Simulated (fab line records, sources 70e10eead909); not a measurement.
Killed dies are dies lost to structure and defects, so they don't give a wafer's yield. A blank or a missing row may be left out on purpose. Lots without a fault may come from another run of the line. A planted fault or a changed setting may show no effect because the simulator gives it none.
One fault seen from 2 desks | flow nand_harc | each desk has only its own numbers; what lay behind them comes last

THE METROLOGY DESK
What the gauges read, lot by lot, whatever tool the lot ran on: means of the sampled wafers that have a number. A lot is out of limits, marked OUT, if its mean lies more than 4 standard deviations from the usual mean; the brackets give that distance.
Columns: A = cd_nm at NHARC_THIN_TSV_CD_MEAS_12, usual 999.8 nm
lot  | first seen here | A
L234 | day 23 13:25    | 1001.1
L236 | day 24 17:11    | 998.9
L237 | day 25 00:07    | 1004.2
L238 | day 25 01:28    | 1000.4
L241 | day 27 03:42    | 1005.0 (+4.0) OUT
L242 | day 27 16:57    | 1000.1
L245 | day 28 19:56    | 1003.4
L251 | day 31 06:46    | 1000.0
L254 | day 32 11:59    | 1001.5
L255 | day 32 17:26    | 1001.4
L256 | day 33 11:14    | 1000.6
This desk's finding: out of limits on L241; first on L241, day 27 03:42 (cd_nm at NHARC_THIN_TSV_CD_MEAS_12). In limits: L234, L236, L237, L238, L242, L245, L251, L254, L255, L256.

THE TOOL OWNER'S DESK: krf_scanner-02
The tool's own readings at NHARC_THIN_TSV_EXPOSE_09 (exposes mask TSV): means of the sampled wafers that have a number, for each lot that ran on this tool. A lot is out of limits, marked OUT, if its mean lies more than 4 standard deviations from the usual mean; the brackets give that distance.
Columns: A = exposure_dose_mJ_cm2 at NHARC_THIN_TSV_EXPOSE_09, usual 30.66; B = stage_vel_mm_s at NHARC_THIN_TSV_EXPOSE_09, usual 499.99 mm/s
lot  | first seen here | A                       | B
L234 | day 23 13:16    | 30.68                   | 500.02
L236 | day 24 17:01    | 30.67                   | 500.00
L237 | day 24 23:58    | 38.42 (+99 or more) OUT | 500.13
L241 | day 27 03:32    | 36.82 (+99 or more) OUT | 499.79
L245 | day 28 19:47    | 35.60 (+99 or more) OUT | 500.24
This desk's finding: out of limits on L237, L241, L245; first on L237, day 24 23:58 (exposure_dose_mJ_cm2 at NHARC_THIN_TSV_EXPOSE_09). In limits: L234, L236.

PUT TOGETHER
The tool owner's desk could have raised an alarm at day 24 23:58, on L237, L241, L245.
The metrology desk could have raised an alarm at day 27 03:42, on L241.
The metrology desk has L237, L245 on record, within its limits.
Of the lots named, all ran NHARC_THIN_TSV_EXPOSE_09 on krf_scanner-02.

WHAT THE SIMULATOR HAD PUT IN
Process parameter drift: krf_scanner-02, from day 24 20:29 on, at NHARC_THIN_TSV_EXPOSE_09. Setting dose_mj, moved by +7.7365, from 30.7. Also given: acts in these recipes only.
Lots struck among those shown: L237, L241, L245.
Hours from the fault's start to each desk's first reading out of limits: the tool owner's desk, 3; the metrology desk, 55.
